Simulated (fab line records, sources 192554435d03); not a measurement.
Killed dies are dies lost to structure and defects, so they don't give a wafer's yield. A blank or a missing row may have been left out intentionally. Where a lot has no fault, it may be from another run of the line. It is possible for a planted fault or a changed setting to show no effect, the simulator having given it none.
Chamber matching / flow n5-finfet / 3 sister chambers for N5_BEOL_M1_PRE_CLEAN_60 on cvd-co-01
The step time 15 s. 27 wafers are shown with their chamber, then 12 later ones without.

EACH WAFER AND ITS CHAMBER
wafer=L074.2; chamber=2; heater-power-w (W)=75
wafer=L074.3; chamber=0; heater-power-w (W)=117
wafer=L074.4; chamber=2; heater-power-w (W)=76
wafer=L077.4; chamber=0; heater-power-w (W)=119
wafer=L077.5; chamber=2; heater-power-w (W)=77
wafer=L077.6; chamber=1; heater-power-w (W)=73
wafer=L078.1; chamber=1; heater-power-w (W)=72
wafer=L078.2; chamber=2; heater-power-w (W)=74
wafer=L078.3; chamber=0; heater-power-w (W)=120
wafer=L078.4; chamber=1; heater-power-w (W)=73
wafer=L078.5; chamber=0; heater-power-w (W)=118
wafer=L078.6; chamber=2; heater-power-w (W)=78
wafer=L080.1; chamber=0; heater-power-w (W)=119
wafer=L080.2; chamber=1; heater-power-w (W)=73
wafer=L080.3; chamber=2; heater-power-w (W)=76
wafer=L080.4; chamber=0; heater-power-w (W)=118
wafer=L080.5; chamber=1; heater-power-w (W)=74
wafer=L080.6; chamber=2; heater-power-w (W)=76
wafer=L084.2; chamber=2; heater-power-w (W)=77
wafer=L084.3; chamber=1; heater-power-w (W)=76
wafer=L084.4; chamber=1; heater-power-w (W)=74
wafer=L090.2; chamber=2; heater-power-w (W)=78
wafer=L090.3; chamber=0; heater-power-w (W)=118
wafer=L090.4; chamber=2; heater-power-w (W)=77
wafer=L091.1; chamber=2; heater-power-w (W)=77
wafer=L091.2; chamber=0; heater-power-w (W)=116
wafer=L091.3; chamber=1; heater-power-w (W)=75

SIGNATURES (means of the wafers above)
reading=heater-power-w; chamber 0=118.12; chamber 1=73.75; chamber 2=76.45; scatter within a chamber=1.24
Rule: a wafer's distance from a chamber is the root of the sum, over the readings, of the square of ((its reading less the chamber's mean) divided by the reading's scatter). If the next closest chamber is less than 2 further off than the closest, the wafer can't be placed; otherwise it belongs to the closest. The scatter: the root of (the sum of the squares of (reading less its chamber's mean) over the shown wafers, divided by (wafers less chambers)).

WAFERS MISSING THEIR CHAMBER
wafer=L091.4; heater-power-w (W)=76
wafer=L091.5; heater-power-w (W)=119
wafer=L091.6; heater-power-w (W)=74
wafer=L092.2; heater-power-w (W)=118
wafer=L092.5; heater-power-w (W)=74
wafer=L092.6; heater-power-w (W)=74
wafer=L095.2; heater-power-w (W)=78
wafer=L095.3; heater-power-w (W)=74
wafer=L095.6; heater-power-w (W)=120
wafer=L096.4; heater-power-w (W)=120
wafer=L096.5; heater-power-w (W)=77
wafer=L096.6; heater-power-w (W)=74

WHICH CHAMBER EACH ONE RAN IN
wafer=L091.4; from the rows above=can't be placed: 2 or 1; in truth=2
wafer=L091.5; from the rows above=0; in truth=0
wafer=L091.6; from the rows above=can't be placed: 1 or 2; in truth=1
wafer=L092.2; from the rows above=0; in truth=0
wafer=L092.5; from the rows above=can't be placed: 1 or 2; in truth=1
wafer=L092.6; from the rows above=can't be placed: 1 or 2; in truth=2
wafer=L095.2; from the rows above=2; in truth=2
wafer=L095.3; from the rows above=can't be placed: 1 or 2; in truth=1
wafer=L095.6; from the rows above=0; in truth=0
wafer=L096.4; from the rows above=0; in truth=0
wafer=L096.5; from the rows above=2; in truth=2
wafer=L096.6; from the rows above=can't be placed: 1 or 2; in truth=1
Correctly placed: 6 of 12. Can't be placed from these rows: 6 (the true chamber is among the candidates in 6). Placed wrongly: 0.
